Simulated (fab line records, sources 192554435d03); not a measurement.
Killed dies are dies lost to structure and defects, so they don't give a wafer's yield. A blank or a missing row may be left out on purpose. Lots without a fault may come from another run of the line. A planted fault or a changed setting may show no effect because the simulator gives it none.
Which tool did it? | flow n5_finfet | 9 lots, 27 wafers sampled, at 5 steps of a route of 1938

WHAT THE GAUGES READ, wafer by wafer
N5_BEOL_M4_RC_MEAS_101. Usual: DIBL_N 35.1 mV/V, standard deviation 1.6; DIBL_P 34.9 mV/V, standard deviation 1.8; IOFF_N 0.143 nA/um, standard deviation 0.026; IOFF_P 0.21 nA/um, standard deviation 0.037; ION_N 671 uA/um, standard deviation 11; ION_P 463 uA/um, standard deviation 7.8; SS_N 71.2 mV/dec, standard deviation 0.58; SS_P 73.0 mV/dec, standard deviation 0.54; VT_N 251 mV, standard deviation 3; VT_P -250 mV, standard deviation 4.1.
lot  | measured     | on        | DIBL_N (mV/V)  | DIBL_P (mV/V)  | IOFF_N (nA/um)    | IOFF_P (nA/um) | ION_N (uA/um) | ION_P (uA/um) | SS_N (mV/dec)  | SS_P (mV/dec)  | VT_N (mV)   | VT_P (mV)      | flag
L964 | day 9 04:28  | prober-01 | 33.5 33.3 34.0 | 33.1 32.9 33.4 | 0.131 0.129 0.138 | 0.17 0.17 0.16 | 676 670 675   | 461 453 460   | 71.2 71.2 70.9 | 72.3 73.0 73.1 | 249 251 253 | -254 -255 -254 |
L966 | day 9 19:20  | prober-02 | 33.6 31.6 31.3 | 34.0 31.3 31.5 | 0.139 0.109 0.106 | 0.22 0.18 0.18 | 672 659 655   | 467 467 457   | 71.6 70.8 70.6 | 73.1 71.9 71.9 | 250 252 253 | -246 -249 -247 |
L972 | day 11 10:08 | prober-01 | 34.9 35.5 34.3 | 33.6 35.2 33.2 | 0.126 0.131 0.118 | 0.17 0.18 0.16 | 671 661 664   | 460 459 454   | 71.2 70.9 70.7 | 72.4 73.8 72.8 | 255 254 254 | -254 -254 -256 |
L973 | day 11 23:14 | prober-02 | 36.7 38.4 38.0 | 36.5 37.9 37.9 | 0.161 0.194 0.191 | 0.26 0.30 0.30 | 684 687 692   | 474 478 478   | 71.2 72.3 71.5 | 73.9 73.7 73.6 | 250 246 248 | -244 -242 -239 |
L979 | day 13 23:04 | prober-01 | 34.1 34.5 34.7 | 34.2 33.9 36.2 | 0.138 0.140 0.165 | 0.20 0.19 0.24 | 668 670 696   | 462 459 477   | 70.5 71.0 71.9 | 73.2 73.2 73.1 | 251 253 246 | -247 -249 -246 |
L980 | day 14 05:44 | prober-01 | 33.6 36.4 33.3 | 33.2 36.0 32.2 | 0.113 0.156 0.106 | 0.18 0.22 0.16 | 655 676 656   | 462 475 455   | 70.6 71.6 70.8 | 72.5 73.7 71.9 | 253 252 255 | -249 -248 -252 |
L982 | day 14 19:01 | prober-02 | 38.4 33.5 35.1 | 38.9 34.8 36.8 | 0.223 0.133 0.157 | 0.25 0.19 0.21 | 674 675 681   | 451 461 466   | 72.7 70.7 70.6 | 74.1 72.9 73.5 | 250 252 248 | -248 -248 -252 |
L983 | day 15 03:55 | prober-01 | 37.5 35.5 36.4 | 36.4 34.0 35.6 | 0.162 0.135 0.157 | 0.26 0.23 0.25 | 673 673 677   | 469 466 476   | 71.4 71.0 71.7 | 73.5 73.5 74.0 | 252 251 250 | -244 -247 -243 |
L984 | day 15 04:52 | prober-01 | 35.0 34.8 35.2 | 35.3 36.6 35.1 | 0.138 0.135 0.132 | 0.21 0.23 0.21 | 667 661 677   | 463 462 474   | 71.1 71.2 71.0 | 73.1 73.1 73.1 | 249 249 249 | -248 -247 -248 |

N5_BEOL_M13_CD_MEAS_28: target cd 209.5 nm. Usual: cd_nm 209.2 nm, standard deviation 1.
lot  | measured     | on        | cd_nm (nm)        | flag
L964 | day 13 00:16 | cd_sem-02 | 208.9 208.2 208.0 |
L966 | day 13 13:26 | cd_sem-03 | 207.9 210.3 208.7 |
L972 | day 14 14:37 | cd_sem-01 | 209.1 208.4 208.3 |
L973 | day 14 23:02 | cd_sem-01 | 208.2 207.7 208.4 |
L979 | day 17 16:46 | cd_sem-03 | 211.2 209.1 207.9 |
L980 | day 17 04:32 | cd_sem-03 | 209.6 209.8 208.3 |
L982 | day 18 10:37 | cd_sem-01 | 210.7 210.4 210.2 |
L983 | day 18 09:44 | cd_sem-03 | 208.6 209.4 210.1 |
L984 | day 18 12:44 | cd_sem-02 | 209.3 207.9 209.2 |

N5_BEOL_M13_THK_MEAS_50: measures by xrf. Usual: M13_THK 417 nm, standard deviation 6.9.
lot  | measured     | on            | M13_THK (nm) | flag
L964 | day 13 07:22 | film_metro-01 | 410 409 409  |
L966 | day 13 16:07 | film_metro-02 | 424 417 409  |
L972 | day 14 18:53 | film_metro-01 | 439 429 438  |
L973 | day 15 04:58 | film_metro-02 | 428 424 433  |
L979 | day 17 23:52 | film_metro-01 | 427 430 412  |
L980 | day 17 08:18 | film_metro-01 | 417 422 426  |
L982 | day 18 16:49 | film_metro-01 | 418 426 419  |
L983 | day 18 17:17 | film_metro-01 | 419 420 431  |
L984 | day 18 17:00 | film_metro-02 | 423 411 426  |

WHICH TOOL RAN EACH LOT (tool, then ch and the chambers of the sampled wafers, then the start)
lot  | N5_BEOL_M13_SPUTTER_44       | N5_BEOL_M13_CMP_49
L964 | pvd_sputter-03, day 13 06:25 | cmp-02 ch 1,2, day 13 07:05
L966 | pvd_sputter-02, day 13 14:53 | cmp-02 ch 0,1,3, day 13 15:53
L972 | pvd_sputter-01, day 14 17:55 | cmp-04 ch 0,1,2, day 14 18:37
L973 | pvd_sputter-01, day 15 03:59 | cmp-04 ch 0,1,3, day 15 04:40
L979 | pvd_sputter-01, day 17 22:54 | cmp-04 ch 2,3, day 17 23:34
L980 | pvd_sputter-01, day 17 07:21 | cmp-04 ch 0,2,3, day 17 08:02
L982 | pvd_sputter-01, day 18 15:26 | cmp-04 ch 0,2,3, day 18 16:34
L983 | pvd_sputter-02, day 18 15:49 | cmp-04 ch 0,1,3, day 18 17:06
L984 | pvd_sputter-01, day 18 15:48 | cmp-03 ch 1,2, day 18 16:43
- N5_BEOL_M13_SPUTTER_44: material Ta, target thk 10 nm, time 16.13 s.
- N5_BEOL_M13_CMP_49: polishes, stops on SiOC, t overpolish 17.1 s, target thk 420 nm.

WHAT THE TOOLS THEMSELVES READ (means of the sampled wafers that have a number; where no wafer has one, the mark that the record gives instead)
N5_BEOL_M13_SPUTTER_44. Usual: bias_v 80.0 V, standard deviation 0.84; cathode_dc_power_W 15000 W, standard deviation 2.7; susceptor_temp_C 50.00 C, standard deviation 0.11; throttle_valve_pct 30.8 %, standard deviation 1.
lot  | tool           | bias_v (V) | cathode_dc_power_W (W) | susceptor_temp_C (C) | throttle_valve_pct (%) | flag
L964 | pvd_sputter-03 | 79.9       | 14997                  | 49.91                | 29.5                   |
L966 | pvd_sputter-02 | 80.5       | 15001                  | 50.02                | 30.9                   |
L972 | pvd_sputter-01 | -          | -                      | -                    | -                      | OFF
L973 | pvd_sputter-01 | -          | -                      | -                    | -                      | OFF
L979 | pvd_sputter-01 | 79.4       | 15003                  | 50.08                | 30.4                   |
L980 | pvd_sputter-01 | 80.4       | 15000                  | 49.99                | 31.0                   |
L982 | pvd_sputter-01 | 80.8       | 15001                  | 50.18                | 30.6                   |
L983 | pvd_sputter-02 | 80.7       | 15000                  | 49.91                | 30.9                   |
L984 | pvd_sputter-01 | 79.0       | 15002                  | 49.97                | 30.9                   |

N5_BEOL_M13_CMP_49. Usual: barrier_field_endpoint_s 30.1 s, standard deviation 0.64; edge_zone_pressure_frac 0.999, standard deviation 0.005; motor_current_A 6.0 A, standard deviation 0.73.
lot  | tool   | barrier_field_endpoint_s (s) | edge_zone_pressure_frac | motor_current_A (A) | flag
L964 | cmp-02 | 30.3                         | 0.995                   | 5.3                 |
L966 | cmp-02 | 29.4                         | 1.004                   | 5.8                 |
L972 | cmp-04 | 18.0                         | 0.994                   | 5.7                 | OFF
L973 | cmp-04 | 18.1                         | 0.998                   | 6.1                 | OFF
L979 | cmp-04 | 30.6                         | 1.004                   | 5.9                 |
L980 | cmp-04 | 29.8                         | 0.998                   | 5.7                 |
L982 | cmp-04 | 30.7                         | 0.997                   | 6.0                 |
L983 | cmp-04 | 30.2                         | 0.993                   | 5.9                 |
L984 | cmp-03 | 30.7                         | 1.000                   | 6.1                 |

THE ANSWER, worked out from the rows above alone
Rule: a lot is off if the mean of its wafers that have a number lies more than 3 standard deviations from the usual mean. A lot without any number at a reading at which 4 lots or more have one is off too. The other lots that the step has rows for count as sound. The gauges are gone through in route order, then the tools' own readings, and for those a lot's mean is taken as printed above. The first step at which some lot is off is used, and at that step the reading that is off furthest; a lot without a number counts as furthest.
Off: L972, L973, at N5_BEOL_M13_SPUTTER_44 (bias_v). Without a number there: L972, L973.
A tool fits if, at that step or a process step before it, it ran every lot that is off, and no sound lot after the first of them. None of those tried fits.

WHAT THE SIMULATOR HAD PUT IN
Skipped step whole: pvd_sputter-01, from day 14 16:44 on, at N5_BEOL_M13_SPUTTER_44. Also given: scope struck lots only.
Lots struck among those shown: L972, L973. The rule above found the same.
